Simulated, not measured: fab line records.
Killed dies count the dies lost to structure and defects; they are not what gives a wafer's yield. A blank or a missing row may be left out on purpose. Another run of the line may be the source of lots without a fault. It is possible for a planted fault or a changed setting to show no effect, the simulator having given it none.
fab line records	flow n5Finfet	part 1 of 2: steps 1 to 22 of 30
record lots=5	wafers=15	lastDay=19
route steps=1938 shown BEOL_M6@1234 BEOL_M7@1263
lots that met no fault: taken from a fault-free run of the same line
startH: start of the lot's first displayed wafer, in hours after the record's first day	waitH: hours elapsed since this lot's preceding step	" unchanged from the row above	L1.1+2: several wafers, shown together as one row	- no value present, or no start provided	* or withheld: withheld	< > ~ a bound
route shown NAME@n: names a module that has steps shown in the file, with the first one's number in the route	usual: mean and standard deviation over wafers with no fault	same: alike in all rows	chamber/n: place in a boat	sites: readings site by site	_std_site: standard deviation across them	_edge_site: inner sites' mean taken away from outer sites' mean	radiusMm: for every site, how far away it sits from the centre of the wafer	mask NAME#n: copy n	behind: the tool/chamber that last shaped the wafer	hold: the reason the lot was held/the length of the hold in hours/how it ended	device: whichever transistor did not switch (one of n, p or np)	end of line: at the end of the route, the tests of the same wafers	for a step that has no rows: nothing shown but its recipe	killed: dies lost to structure and defects at the first sort, not the wafer's yield	map: dies across one wafer; x = killed, . = not, _ = none there
set.NAME: the setting the step ran with; set.NAME@STEP: the setting that earlier step ran with	model.NAME: the simulator's own value behind a step, which no gauge read
a table for each step, a row for each wafer; lots at some steps of the route
services: when a tool's chamber went out of use (startH, in hours from the record's first day, below 0 if earlier), for how many hours, and the reason
## steps
# step N5_BEOL_M6_STRIP_69
# recipe chemistry=N2/H2	tempC=40	n2FlowSccm=200	h2FlowSccm=200	rfFrequencyHz=6e+07
lot.wafer	tool	chamber	startH	waitH
L077.1+3+5	rieDiel-05	3,2,1	224.61	0.0
L083.2+4+6	rieDiel-02	1,0,3	268.35	0.0
L086.2+5+6	rieDiel-02	2,0,3	276.52	0.0
L096.2+5+6	rieDiel-03	3,3,0	345.85	0.0
L097.1+4+6	rieDiel-03	2,3,2	362.33	0.0
# step N5_BEOL_M6_STRIP_73
# recipe chemistry=N2/H2	tempC=40	n2FlowSccm=200	h2FlowSccm=200	rfFrequencyHz=6e+07
lot.wafer	tool	chamber	startH	waitH
L077.1+3+5	rieDiel-05	3,2,1	224.62	0.0
L083.2+4+6	rieDiel-02	1,0,3	268.36	0.0
L086.2+5+6	rieDiel-02	2,0,3	276.53	0.0
L096.2+5+6	rieDiel-03	3,3,0	345.86	0.0
L097.1+4+6	rieDiel-03	2,3,2	362.34	0.0
# step N5_BEOL_M6_VIA_ETCH_34
# recipe chemistry=C4F6/O2	target=SiCOH_lowk	targetDepthA=1263	maskMaterial=SOC	taperDeg=4	timeS=50.9	ionEnergyEv=250	pressureMtorr=30	sourceW=345	biasW=185	Ar_flow_sccm=300	C4F6_flow_sccm=10	O2_flow_sccm=10
# usual drypumpMotorCurrentA=6.0/0.51	oes_o_777_au=0.78/0.062	oesProductAu=0.78/0.069	rfFwdPowerW=340.9/1.5	rfVppV=669/7.6	showerheadPlenumPTorr=2.91/0.079	throttleValvePct=20.89/0.2
lot.wafer	tool	chamber	startH	waitH	drypumpMotorCurrentA	oes_o_777_au	oesProductAu	rfFwdPowerW	rfHoursCounterH	rfVppV	showerheadPlenumPTorr	throttleValvePct
L077.1	rieDiel-05	3	224.63	0.0	6.4	0.72	0.71	342.7	206	671	2.93	21.12
L077.3	"	2	"	"	5.9	0.70	0.69	338.5	245	669	2.91	20.67
L077.5	"	1	"	"	4.9	0.85	0.85	340.3	-	662	2.78	20.74
L083.2	rieDiel-02	1	268.37	0.0	5.0	0.83	0.83	341.6	67	661	2.76	20.78
L083.4	"	0	"	"	6.1	0.70	0.70	341.8	211	682	2.95	21.02
L083.6	"	3	"	"	5.8	0.80	0.80	342.9	-	676	2.98	21.12
L086.2	rieDiel-02	2	276.54	0.0	6.1	0.86	0.89	337.9	24	675	3.03	20.93
L086.5	"	0	"	"	6.2	0.69	0.70	343.1	-	681	2.94	21.01
L086.6	"	3	"	"	5.8	0.79	0.80	340.2	-	676	2.98	21.11
L096.2	rieDiel-03	3	345.87	0.0	6.1	0.73	0.71	341.8	224	655	2.81	21.02
L096.5	"	3	"	"	6.1	0.73	0.70	340.8	-	655	2.81	21.02
L096.6	"	0	"	"	6.4	0.81	0.82	340.8	-	676	2.88	20.69
L097.1	rieDiel-03	2	362.35	0.0	5.7	0.78	0.79	340.2	104	667	2.98	21.15
L097.4	"	3	"	"	6.2	0.72	0.70	341.1	229	655	2.81	21.03
L097.6	"	2	"	"	5.8	0.77	0.79	338.1	-	666	2.98	21.13
# step N5_BEOL_M6_STRIP_76
# recipe chemistry=C4F6/O2	resist=SiARC	rfFrequencyHz=6e+07
lot.wafer	tool	chamber	startH	waitH
L077.1+3+5	rieDiel-05	3,2,1	224.67	0.0
L083.2+4+6	rieDiel-02	1,0,3	268.41	0.0
L086.2+5+6	rieDiel-02	2,0,3	276.58	0.0
L096.2+5+6	rieDiel-03	3,3,0	345.92	0.0
L097.1+4+6	rieDiel-03	2,3,2	362.40	0.0
# step N5_BEOL_M6_STRIP_36
# recipe chemistry=N2/H2	powerW=450	tempC=40	pressureMtorr=20	rfFrequencyHz=6e+07	overashFraction=0.3	biasPowerW=7	h2Frac=0.5	n2FlowSccm=200	h2FlowSccm=200
# usual drypumpMotorCurrentA=6.0/0.52	oesProductAu=0.78/0.07	rfVppV=59.4/1.4	showerheadPlenumPTorr=2.60/0.075	throttleValvePct=23.6/0.31
lot.wafer	tool	chamber	startH	waitH	drypumpMotorCurrentA	oesProductAu	rfHoursCounterH	rfVppV	showerheadPlenumPTorr	throttleValvePct
L077.1	rieDiel-05	3	224.68	0.0	6.4	0.71	206	57.9	2.61	23.6
L077.3	"	2	"	"	5.9	0.69	245	56.8	2.60	23.3
L077.5	"	1	"	"	4.9	0.86	-	57.9	2.46	23.2
L083.2	rieDiel-02	1	268.42	0.0	5.0	0.84	67	57.5	2.48	23.8
L083.4	"	0	"	"	6.2	0.69	211	59.8	2.62	23.7
L083.6	"	3	"	"	5.8	0.81	-	60.2	2.66	24.0
L086.2	rieDiel-02	2	276.59	0.0	6.1	0.90	24	59.3	2.70	23.5
L086.5	"	0	"	"	6.2	0.69	-	59.2	2.61	23.7
L086.6	"	3	"	"	5.8	0.81	-	57.7	2.66	24.0
L096.2	rieDiel-03	3	345.93	0.0	6.1	0.71	224	60.9	2.50	23.7
L096.5	"	3	"	"	6.1	0.71	-	57.0	2.50	23.7
L096.6	"	0	"	"	6.4	0.82	-	60.5	2.57	23.5
L097.1	rieDiel-03	2	362.41	0.0	5.8	0.79	104	57.5	2.67	24.2
L097.4	"	3	"	"	6.1	0.70	229	57.9	2.50	23.7
L097.6	"	2	"	"	5.8	0.78	-	61.3	2.67	24.1
# step N5_BEOL_M6_TRENCH_ETCH_37
# recipe chemistry=C4F6/O2	targetDepthA=944.35	target=SiCOH_lowk	timeS=31.5	ionEnergyEv=250	pressureMtorr=30	sourceW=345	biasW=185	Ar_flow_sccm=300	C4F6_flow_sccm=10	O2_flow_sccm=10
# usual drypumpMotorCurrentA=6.0/0.5	oes_o_777_au=0.78/0.062	oesProductAu=0.77/0.069	rfFwdPowerW=339.5/1.7	rfVppV=669/7.6	showerheadPlenumPTorr=2.91/0.078	throttleValvePct=20.93/0.2
lot.wafer	tool	chamber	startH	waitH	drypumpMotorCurrentA	oes_o_777_au	oesProductAu	rfFwdPowerW	rfHoursCounterH	rfVppV	showerheadPlenumPTorr	throttleValvePct
L077.1	rieDiel-05	3	-	-	6.4	0.73	0.71	340.5	206	671	2.93	21.15
L077.3	"	2	"	"	5.9	0.70	0.68	339.3	245	668	2.91	20.69
L077.5	"	1	"	"	4.9	0.86	0.85	338.4	-	660	2.78	20.75
L083.2	rieDiel-02	1	-	-	5.0	0.83	0.84	338.4	67	661	2.76	20.81
L083.4	"	0	"	"	6.2	0.70	0.70	340.4	211	681	2.95	21.03
L083.6	"	3	"	"	5.8	0.80	0.81	340.2	-	677	2.98	21.15
L086.2	rieDiel-02	2	-	-	6.0	0.87	0.89	337.9	24	674	3.03	20.95
L086.5	"	0	"	"	6.2	0.69	0.69	340.2	-	681	2.94	21.04
L086.6	"	3	"	"	5.8	0.79	0.79	340.0	-	677	2.98	21.13
L096.2	rieDiel-03	3	-	-	6.1	0.73	0.71	339.6	224	655	2.81	21.06
L096.5	"	3	"	"	6.1	0.73	0.70	340.3	-	656	2.81	21.06
L096.6	"	0	"	"	6.4	0.83	0.82	340.3	-	677	2.88	20.71
L097.1	rieDiel-03	2	-	-	5.8	0.78	0.80	337.1	104	664	2.98	21.18
L097.4	"	3	"	"	6.1	0.72	0.71	340.2	229	656	2.81	21.06
L097.6	"	2	"	"	5.8	0.78	0.79	336.4	-	667	2.98	21.16
# step N5_BEOL_M6_ETCH_41
# recipe chemistry=CH3F/O2	target=SiCN	targetDepthA=297	taperDeg=2	timeS=52	ionEnergyEv=120	maskMaterial=TiN	pressureMtorr=30	sourceW=395	biasW=75	Ar_flow_sccm=150	CH3F_flow_sccm=30	O2_flow_sccm=20
# usual drypumpMotorCurrentA=6.0/0.5	oesProductAu=0.78/0.069	rfFwdPowerW=390.5/1.8	rfVppV=298.2/1.4	showerheadPlenumPTorr=2.05/0.056	throttleValvePct=16.33/0.19
lot.wafer	tool	chamber	startH	waitH	drypumpMotorCurrentA	oesProductAu	rfFwdPowerW	rfHoursCounterH	rfVppV	showerheadPlenumPTorr	throttleValvePct
L077.1	rieDiel-05	3	-	-	6.4	0.72	395.3	206	297.9	2.06	16.55
L077.3	"	2	"	"	5.9	0.69	389.3	245	298.6	2.05	16.20
L077.5	"	1	"	"	4.9	0.85	390.6	-	297.2	1.95	16.15
L083.2	rieDiel-02	1	-	-	5.0	0.84	389.7	67	297.3	1.94	16.19
L083.4	"	0	"	"	6.2	0.70	391.0	211	296.6	2.07	16.44
L083.6	"	3	"	"	5.8	0.80	388.3	-	298.8	2.09	16.49
L086.2	rieDiel-02	2	-	-	6.1	0.89	388.0	24	299.4	2.13	16.28
L086.5	"	0	"	"	6.2	0.69	391.3	-	297.9	2.07	16.46
L086.6	"	3	"	"	5.8	0.79	389.9	-	300.2	2.09	16.51
L096.2	rieDiel-03	3	-	-	6.1	0.70	390.9	224	297.5	1.97	16.50
L096.5	"	3	"	"	6.1	0.70	389.3	-	296.3	1.97	16.51
L096.6	"	0	"	"	6.5	0.82	390.4	-	297.3	2.03	16.09
L097.1	rieDiel-03	2	-	-	5.8	0.78	390.6	104	300.4	2.10	16.51
L097.4	"	3	"	"	6.1	0.70	389.5	229	297.5	1.97	16.51
L097.6	"	2	"	"	5.8	0.78	389.3	-	300.8	2.10	16.52
# step N5_BEOL_M6_STRIP_80
# recipe chemistry=N2/H2	timeS=10	powerW=450	tempC=40	pressureMtorr=20	rfFrequencyHz=6e+07	biasPowerW=7	n2FlowSccm=200	h2FlowSccm=200
# usual drypumpMotorCurrentA=6.0/0.5	oesProductAu=0.77/0.071	rfVppV=59.5/0.9	showerheadPlenumPTorr=2.60/0.073	throttleValvePct=23.7/0.31
lot.wafer	tool	chamber	startH	waitH	drypumpMotorCurrentA	oesProductAu	rfHoursCounterH	rfVppV	showerheadPlenumPTorr	throttleValvePct
L077.1	rieDiel-05	3	-	-	6.4	0.70	206	60.0	2.61	23.6
L077.3	"	2	"	"	5.9	0.69	245	60.0	2.60	23.3
L077.5	"	1	"	"	4.9	0.86	-	58.7	2.46	23.2
L083.2	rieDiel-02	1	-	-	5.0	0.85	67	57.7	2.48	23.8
L083.4	"	0	"	"	6.2	0.70	211	58.4	2.62	23.7
L083.6	"	3	"	"	5.8	0.80	-	58.9	2.66	24.0
L086.2	rieDiel-02	2	-	-	6.0	0.89	24	59.8	2.70	23.5
L086.5	"	0	"	"	6.2	0.70	-	59.6	2.61	23.6
L086.6	"	3	"	"	5.8	0.80	-	59.6	2.66	24.0
L096.2	rieDiel-03	3	-	-	6.1	0.71	224	58.2	2.50	23.7
L096.5	"	3	"	"	6.1	0.70	-	59.3	2.50	23.7
L096.6	"	0	"	"	6.4	0.81	-	58.4	2.57	23.5
L097.1	rieDiel-03	2	-	-	5.8	0.78	104	60.2	2.67	24.1
L097.4	"	3	"	"	6.1	0.70	229	59.1	2.50	23.7
L097.6	"	2	"	"	5.8	0.79	-	58.1	2.67	24.1
# step N5_BEOL_M6_OCD_MEAS_38
# usual trenchDepthNm=93.7/1.3
lot.wafer	tool	chamber	startH	waitH	trenchDepthNm
L077.1	ocd-02	-	224.88	-	94.2
L077.3	"	-	"	"	92.4
L077.5	"	-	"	"	93.1
L083.2	ocd-02	-	268.61	-	93.6
L083.4	"	-	"	"	92.0
L083.6	"	-	"	"	96.5
L086.2	ocd-01	-	276.79	-	93.5
L086.5	"	-	"	"	93.2
L086.6	"	-	"	"	94.9
L096.2	ocd-01	-	346.12	-	93.7
L096.5	"	-	"	"	93.9
L096.6	"	-	"	"	93.9
L097.1	ocd-01	-	362.60	-	95.9
L097.4	"	-	"	"	93.8
L097.6	"	-	"	"	94.9
# step N5_BEOL_M6_HM_STRIP_39
# recipe chemistry=peroxideTinStrip	material=TiN	targetDepthA=250	tempC=50	timeS=158
lot.wafer	tool	chamber	startH	waitH
L077.1+3+5	wetBench-05	0,5,4	224.92	0.0
L083.2+4+6	wetBench-05	2,7,1	268.64	0.0
L086.2+5+6	wetBench-05	3,5,1	276.82	0.0
L096.2+5+6	wetBench-05	4,2,3	346.15	0.0
L097.1+4+6	wetBench-05	5,0,1	362.63	0.0
# step N5_BEOL_M6_SRD_40
# recipe timeS=30	tempC=23	rinseLiquid=diw	dry=ipaMarangoni
lot.wafer	tool	chamber	startH	waitH
L077.1+3+5	wetBench-05	0,5,4	224.96	0.0
L083.2+4+6	wetBench-05	2,7,1	268.69	0.0
L086.2+5+6	wetBench-05	3,5,1	276.87	0.0
L096.2+5+6	wetBench-05	4,2,3	346.20	0.0
L097.1+4+6	wetBench-05	5,0,1	362.68	0.0
# step N5_BEOL_M6_PRECLEAN_42
# recipe chemistry=residueRemover	timeS=60	tempC=40
lot.wafer	tool	chamber	startH	waitH
L077.1+3+5	wetBench-05	0,5,4	224.98	0.0
L083.2+4+6	wetBench-05	2,7,1	268.71	0.0
L086.2+5+6	wetBench-05	3,5,1	276.88	0.0
L096.2+5+6	wetBench-05	4,2,3	346.22	0.0
L097.1+4+6	wetBench-05	5,0,1	362.70	0.0
# step N5_BEOL_M6_SRD_43
# recipe timeS=30	tempC=23	rinseLiquid=diw	dry=ipaMarangoni
lot.wafer	tool	chamber	startH	waitH
L077.1+3+5	wetBench-05	0,5,4	225.00	0.0
L083.2+4+6	wetBench-05	2,7,1	268.72	0.0
L086.2+5+6	wetBench-05	3,5,1	276.90	0.0
L096.2+5+6	wetBench-05	4,2,3	346.23	0.0
L097.1+4+6	wetBench-05	5,0,1	362.72	0.0
# step N5_BEOL_M6_CD_MEAS_35
# recipe targetCdNm=40	targetCdYNm=28	polarity=opening
# usual cdNm=40.0/0.5
lot.wafer	tool	chamber	startH	waitH	cdNm
L077.1	cdSem-01	-	225.04	0.0	40.2
L077.3	"	-	"	"	40.4
L077.5	"	-	"	"	40.8
L083.2	cdSem-03	-	268.77	0.0	40.5
L083.4	"	-	"	"	40.6
L083.6	"	-	"	"	40.6
L086.2	cdSem-01	-	276.94	0.0	40.1
L086.5	"	-	"	"	40.0
L086.6	"	-	"	"	40.2
L096.2	cdSem-03	-	346.27	0.0	40.2
L096.5	"	-	"	"	40.0
L096.6	"	-	"	"	40.3
L097.1	cdSem-03	-	362.76	0.0	40.0
L097.4	"	-	"	"	39.9
L097.6	"	-	"	"	40.4
# step N5_BEOL_M6_CURE_75
# recipe tempC=370	timeS=120	ambient=DMADMS/He	material=SiCOH_lowk
# usual lampPowerPct=52.32/0.053	wafer_temp_C_max=372.0/0.57
lot.wafer	tool	chamber	startH	waitH	lampPowerPct	wafer_temp_C_max
L077.1	uvCure-03	2	225.08	0.0	52.36	372.6
L077.3	"	2	"	"	52.28	372.8
L077.5	"	2	"	"	52.31	372.9
L083.2	uvCure-03	0	268.91	0.1	52.31	371.5
L083.4	"	0	"	"	52.25	371.7
L083.6	"	0	"	"	52.33	371.7
L086.2	uvCure-03	0	277.09	0.1	52.30	372.1
L086.5	"	0	"	"	52.19	371.8
L086.6	"	0	"	"	52.36	371.8
L096.2	uvCure-01	0	346.55	0.3	52.34	372.1
L096.5	"	0	"	"	52.39	371.9
L096.6	"	0	"	"	52.36	371.5
L097.1	uvCure-01	1	363.04	0.3	52.36	372.4
L097.4	"	1	"	"	52.30	372.7
L097.6	"	1	"	"	52.37	372.2
# step N5_BEOL_M6_DEGAS_44
# recipe ambient=vacuum	tempC=250	timeS=60
# usual heaterPowerW=325/18
lot.wafer	tool	chamber	startH	waitH	heaterPowerW
L077.1	pvdSputter-02	-	225.64	0.5	312
L077.3	"	-	"	"	351
L077.5	"	-	"	"	314
L083.2	pvdSputter-02	-	269.57	0.6	320
L083.4	"	-	"	"	335
L083.6	"	-	"	"	321
L086.2	pvdSputter-02	-	279.18	2.0	320
L086.5	"	-	"	"	336
L086.6	"	-	"	"	310
L096.2	pvdSputter-02	-	347.11	0.5	334
L096.5	"	-	"	"	319
L096.6	"	-	"	"	333
L097.1	pvdSputter-03	-	363.57	0.5	318
L097.4	"	-	"	"	324
L097.6	"	-	"	"	326
# step N5_BEOL_M6_PRE_CLEAN_45
# recipe gas=H2/He	timeS=30	tempC=250
# usual heaterPowerW=325/17
lot.wafer	tool	chamber	startH	waitH	heaterPowerW
L077.1	pvdSputter-02	-	225.68	0.0	314
L077.3	"	-	"	"	354
L077.5	"	-	"	"	321
L083.2	pvdSputter-02	-	269.61	0.0	319
L083.4	"	-	"	"	333
L083.6	"	-	"	"	322
L086.2	pvdSputter-02	-	279.22	0.0	322
L086.5	"	-	"	"	330
L086.6	"	-	"	"	319
L096.2	pvdSputter-02	-	347.15	0.0	337
L096.5	"	-	"	"	318
L096.6	"	-	"	"	323
L097.1	pvdSputter-03	-	363.61	0.0	335
L097.4	"	-	"	"	327
L097.6	"	-	"	"	327
# step N5_BEOL_M6_ALD_77
# recipe material=TaN	targetThkA=20	tempC=275	aldPrecursorFamily=PDMAT	aldCoReactant=NH3	pressureTorr=3	carrierFlowSccm=1500	pulseTimeS=2	purgeTimeS=3	coReactantPurgeTimeS=2	coReactantPulseTimeS=3	aldCycles=40	precursorVesselTempC=75	precursorVesselPressureTorr=26.25	precursorVesselCarrierSccm=1000
# usual heaterPowerW=437/94
lot.wafer	tool	chamber	startH	waitH	heaterPowerW	sinceWetCleanH
L077.1	aldMetal-03	2	225.74	0.0	491	6043
L077.3	"	3	"	"	389	6043
L077.5	"	3	"	"	387	-
L083.2	aldMetal-02	3	269.67	0.0	324	1471
L083.4	"	1	"	"	405	1471
L083.6	"	1	"	"	404	-
L086.2	aldMetal-01	1	279.28	0.0	371	4558
L086.5	"	2	"	"	426	-
L086.6	"	3	"	"	345	-
L096.2	aldMetal-01	2	347.23	0.1	447	4626
L096.5	"	1	"	"	364	-
L096.6	"	2	"	"	429	-
L097.1	aldMetal-02	1	363.70	0.1	396	1565
L097.4	"	2	"	"	633	1565
L097.6	"	1	"	"	401	-
# step N5_BEOL_M6_SURFACE_TREAT_79
# recipe gas=Ar	timeS=*	ionEnergyEv=*	ionCurrentMaCm2=0.5	pressureMtorr=*	arFlowSccm=30
# usual arFlowSccm=30.01/0.1	throttleValvePct=*
lot.wafer	tool	chamber	startH	waitH	arFlowSccm	throttleValvePct
L077.1	pvdSputter-01	-	226.05	0.2	30.13	*
L077.3	"	-	"	"	29.98	*
L077.5	"	-	"	"	29.99	*
L083.2	pvdSputter-02	-	270.04	0.2	30.09	*
L083.4	"	-	"	"	30.13	*
L083.6	"	-	"	"	30.16	*
L086.2	pvdSputter-02	-	279.64	0.2	30.01	*
L086.5	"	-	"	"	30.08	*
L086.6	"	-	"	"	30.16	*
L096.2	pvdSputter-01	-	347.52	0.2	29.94	*
L096.5	"	-	"	"	29.95	*
L096.6	"	-	"	"	30.25	*
L097.1	pvdSputter-01	-	364.00	0.2	30.23	*
L097.4	"	-	"	"	30.09	*
L097.6	"	-	"	"	29.87	*
# step N5_BEOL_M6_CVD_78
# recipe material=Co	targetThkA=20	tempC=withheld	precursor=CCTBA/H2	pressureTorr=30	timeS=142.3
lot.wafer	tool	chamber	startH	waitH	sinceWetCleanH
L077.1	cvdCo-02	0	226.25	0.2	768
L077.3	"	1	"	"	1205
L077.5	"	0	"	"	-
L083.2	cvdCo-01	2	270.40	0.3	571
L083.4	"	1	"	"	-
L083.6	"	0	"	"	-
L086.2	cvdCo-02	2	279.72	0.1	362
L086.5	"	2	"	"	-
L086.6	"	1	"	"	-
L096.2	cvdCo-01	0	347.58	0.0	1108
L096.5	"	0	"	"	-
L096.6	"	2	"	"	-
L097.1	cvdCo-01	0	364.23	0.2	1124
L097.4	"	2	"	"	-
L097.6	"	1	"	"	-
# step N5_BEOL_M6_SPUTTER_48
# recipe material=Cu	targetThkA=100	tempC=-20	biasV=60	powerW=26000	chamberPressurePa=0.13	timeS=1.667
# usual cathodeDcPowerW=26000/4.3	throttleValvePct=30.1/0.71
lot.wafer	tool	chamber	startH	waitH	cathodeDcPowerW	throttleValvePct
L077.1	pvdSputter-02	-	226.78	0.5	26005	29.9
L077.3	"	-	"	"	25994	29.4
L077.5	"	-	"	"	25996	30.0
L083.2	pvdSputter-02	-	272.25	1.8	25997	29.9
L083.4	"	-	"	"	26000	30.2
L083.6	"	-	"	"	25993	29.5
L086.2	pvdSputter-02	-	279.84	0.1	25997	29.5
L086.5	"	-	"	"	25998	29.4
L086.6	"	-	"	"	25998	29.0
L096.2	pvdSputter-01	-	347.72	0.1	26001	30.0
L096.5	"	-	"	"	25999	30.3
L096.6	"	-	"	"	25996	30.9
L097.1	pvdSputter-01	-	364.66	0.4	26002	30.6
L097.4	"	-	"	"	25994	30.1
L097.6	"	-	"	"	26000	29.9
# step N5_BEOL_M6_ECD_50
# recipe material=Cu	targetThkA=3000
lot.wafer	tool	chamber	startH	waitH
L077.1+3+5	ecdCu-02	1,0,0	226.89	0.1
L083.2+4+6	ecdCu-02	1	272.38	0.1
L086.2+5+6	ecdCu-01	0,1,0	279.96	0.1
L096.2+5+6	ecdCu-01	0,1,0	347.84	0.1
L097.1+4+6	ecdCu-01	1,0,1	364.78	0.1
